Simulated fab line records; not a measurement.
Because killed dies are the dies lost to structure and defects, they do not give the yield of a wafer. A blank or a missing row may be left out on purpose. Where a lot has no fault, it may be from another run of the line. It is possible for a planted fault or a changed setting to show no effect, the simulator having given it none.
Chamber matching || flow nand harc || NHARC_P_GATE_STRIP_101 on rie diel-11 has 4 sister chambers
The step strips in O2, time 20 s. 8 wafers are shown with their chamber, then 7 later ones without.

WAFERS WITH THEIR CHAMBER
{"wafer": "L284.2", "chamber": 0, "showerhead plenum p Torr (Torr)": 3.74, "drypump motor current A (A)": 5.7}
{"wafer": "L284.4", "chamber": 0, "showerhead plenum p Torr (Torr)": 3.74, "drypump motor current A (A)": 5.7}
{"wafer": "L287.1", "chamber": 3, "showerhead plenum p Torr (Torr)": 3.34, "drypump motor current A (A)": 5.8}
{"wafer": "L292.1", "chamber": 3, "showerhead plenum p Torr (Torr)": 3.34, "drypump motor current A (A)": 5.7}
{"wafer": "L292.3", "chamber": 1, "showerhead plenum p Torr (Torr)": 3.73, "drypump motor current A (A)": 4.8}
{"wafer": "L292.5", "chamber": 2, "showerhead plenum p Torr (Torr)": 3.41, "drypump motor current A (A)": 5.4}
{"wafer": "L304.3", "chamber": 1, "showerhead plenum p Torr (Torr)": 3.73, "drypump motor current A (A)": 4.8}
{"wafer": "L304.5", "chamber": 2, "showerhead plenum p Torr (Torr)": 3.40, "drypump motor current A (A)": 5.4}

WAFERS WITHOUT THEIR CHAMBER
{"wafer": "L304.6", "showerhead plenum p Torr (Torr)": 3.73, "drypump motor current A (A)": 4.8}
{"wafer": "L305.1", "showerhead plenum p Torr (Torr)": 3.40, "drypump motor current A (A)": 5.4}
{"wafer": "L305.2", "showerhead plenum p Torr (Torr)": 3.74, "drypump motor current A (A)": 5.7}
{"wafer": "L305.6", "showerhead plenum p Torr (Torr)": 3.40, "drypump motor current A (A)": 5.4}
{"wafer": "L307.3", "showerhead plenum p Torr (Torr)": 3.74, "drypump motor current A (A)": 5.7}
{"wafer": "L307.4", "showerhead plenum p Torr (Torr)": 3.34, "drypump motor current A (A)": 5.7}
{"wafer": "L307.5", "showerhead plenum p Torr (Torr)": 3.74, "drypump motor current A (A)": 5.7}

WHICH CHAMBER EACH WENT THROUGH
{"wafer": "L304.6", "from the rows above": 1, "in truth": 1}
{"wafer": "L305.1", "from the rows above": 2, "in truth": 2}
{"wafer": "L305.2", "from the rows above": 0, "in truth": 0}
{"wafer": "L305.6", "from the rows above": 2, "in truth": 2}
{"wafer": "L307.3", "from the rows above": 0, "in truth": 0}
{"wafer": "L307.4", "from the rows above": 3, "in truth": 3}
{"wafer": "L307.5", "from the rows above": 0, "in truth": 0}
Correct placement for 7 of the 7. Left unplaced by these rows: 0. Placed wrongly: 0.
How it was worked out, from the rows above alone: a wafer's distance from a chamber is the root of the sum, over the readings, of the square of ((its reading less the chamber's mean) divided by the reading's scatter). If the next closest chamber is less than 2 further off than the closest, the wafer can't be placed; otherwise it belongs to the closest. Each chamber's mean is taken over the wafers shown for it. The scatter: the root of (the sum of the squares of (reading less its chamber's mean) over the shown wafers, divided by (wafers less chambers)).
